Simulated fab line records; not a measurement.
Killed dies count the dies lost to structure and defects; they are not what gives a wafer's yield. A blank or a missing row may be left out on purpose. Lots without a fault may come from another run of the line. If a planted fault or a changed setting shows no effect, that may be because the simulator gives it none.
Matching of chambers || flow nand harc || NHARC_A_WL_FILL_ALD_19 on ald metal-02 has 4 sister chambers
The step deposits TiN, target thk 2 nm, pulse time 3 s, ald cycles 100. 16 wafers are shown with their chamber, then 8 later ones without.

WAFERS, EACH WITH ITS CHAMBER
{"wafer": "L155.1", "chamber": 3, "heater power w (W)": 1034, "precursor pulse height rel": 1.038}
{"wafer": "L155.5", "chamber": 2, "heater power w (W)": 1034, "precursor pulse height rel": 0.983}
{"wafer": "L155.6", "chamber": 3, "heater power w (W)": 1048, "precursor pulse height rel": 0.980}
{"wafer": "L153.3", "chamber": 0, "heater power w (W)": 968, "precursor pulse height rel": 1.037}
{"wafer": "L153.4", "chamber": 3, "heater power w (W)": 1010, "precursor pulse height rel": 0.988}
{"wafer": "L153.6", "chamber": 3, "heater power w (W)": 1031, "precursor pulse height rel": 1.018}
{"wafer": "L154.3", "chamber": 2, "heater power w (W)": 1029, "precursor pulse height rel": 0.987}
{"wafer": "L154.4", "chamber": 0, "heater power w (W)": 935, "precursor pulse height rel": 1.043}
{"wafer": "L154.5", "chamber": 3, "heater power w (W)": 1018, "precursor pulse height rel": 0.967}
{"wafer": "L156.2", "chamber": 1, "heater power w (W)": 1100, "precursor pulse height rel": 1.000}
{"wafer": "L156.4", "chamber": 2, "heater power w (W)": 1012, "precursor pulse height rel": 0.954}
{"wafer": "L156.5", "chamber": 0, "heater power w (W)": 932, "precursor pulse height rel": 0.980}
{"wafer": "L162.1", "chamber": 0, "heater power w (W)": 947, "precursor pulse height rel": 1.028}
{"wafer": "L162.2", "chamber": 1, "heater power w (W)": 1113, "precursor pulse height rel": 1.002}
{"wafer": "L162.4", "chamber": 2, "heater power w (W)": 983, "precursor pulse height rel": 1.017}
{"wafer": "L165.1", "chamber": 0, "heater power w (W)": 942, "precursor pulse height rel": 0.981}

SIGNATURES, as means of the wafers listed above
{"reading": "heater power w", "chamber 0": 944.80, "chamber 1": 1106.50, "chamber 2": 1014.50, "chamber 3": 1028.20, "scatter within a chamber": 16.7}
{"reading": "precursor pulse height rel", "chamber 0": 1.01380, "chamber 1": 1.00100, "chamber 2": 0.98525, "chamber 3": 0.99820, "scatter within a chamber": 0.0277}
Rule: for each reading, subtract the chamber's mean from the wafer's reading, divide by that reading's scatter and square the result; add these up over the readings and take the root, which gives the wafer's distance from the chamber. The wafer belongs to the nearest chamber; if the next one is less than 2 further off, it can't be placed. The scatter: take each reading less its chamber's mean, square it, sum over the shown wafers, divide by the number of wafers less the number of chambers, and take the root.

WAFERS WITH NO CHAMBER GIVEN
{"wafer": "L165.3", "heater power w (W)": 992, "precursor pulse height rel": 1.024}
{"wafer": "L165.5", "heater power w (W)": 985, "precursor pulse height rel": 0.996}
{"wafer": "L171.3", "heater power w (W)": 944, "precursor pulse height rel": 1.003}
{"wafer": "L171.4", "heater power w (W)": 999, "precursor pulse height rel": 1.007}
{"wafer": "L171.5", "heater power w (W)": 998, "precursor pulse height rel": 1.005}
{"wafer": "L172.1", "heater power w (W)": 999, "precursor pulse height rel": 1.030}
{"wafer": "L172.4", "heater power w (W)": 1104, "precursor pulse height rel": 0.998}
{"wafer": "L172.5", "heater power w (W)": 1002, "precursor pulse height rel": 1.037}

WHICH CHAMBER EACH ONE RAN IN
{"wafer": "L165.3", "from the rows above": "can't be placed: 2 or 3 or 0", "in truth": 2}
{"wafer": "L165.5", "from the rows above": "can't be placed: 2 or 0 or 3", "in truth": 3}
{"wafer": "L171.3", "from the rows above": 0, "in truth": 0}
{"wafer": "L171.4", "from the rows above": "can't be placed: 2 or 3", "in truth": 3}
{"wafer": "L171.5", "from the rows above": "can't be placed: 2 or 3 or 0", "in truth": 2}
{"wafer": "L172.1", "from the rows above": "can't be placed: 2 or 3 or 0", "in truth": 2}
{"wafer": "L172.4", "from the rows above": 1, "in truth": 1}
{"wafer": "L172.5", "from the rows above": "can't be placed: 2 or 3 or 0", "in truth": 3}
2 of 8 placed correctly. Not placeable from these rows: 6 (in 6, the candidates include the true chamber). Placed wrongly: 0.
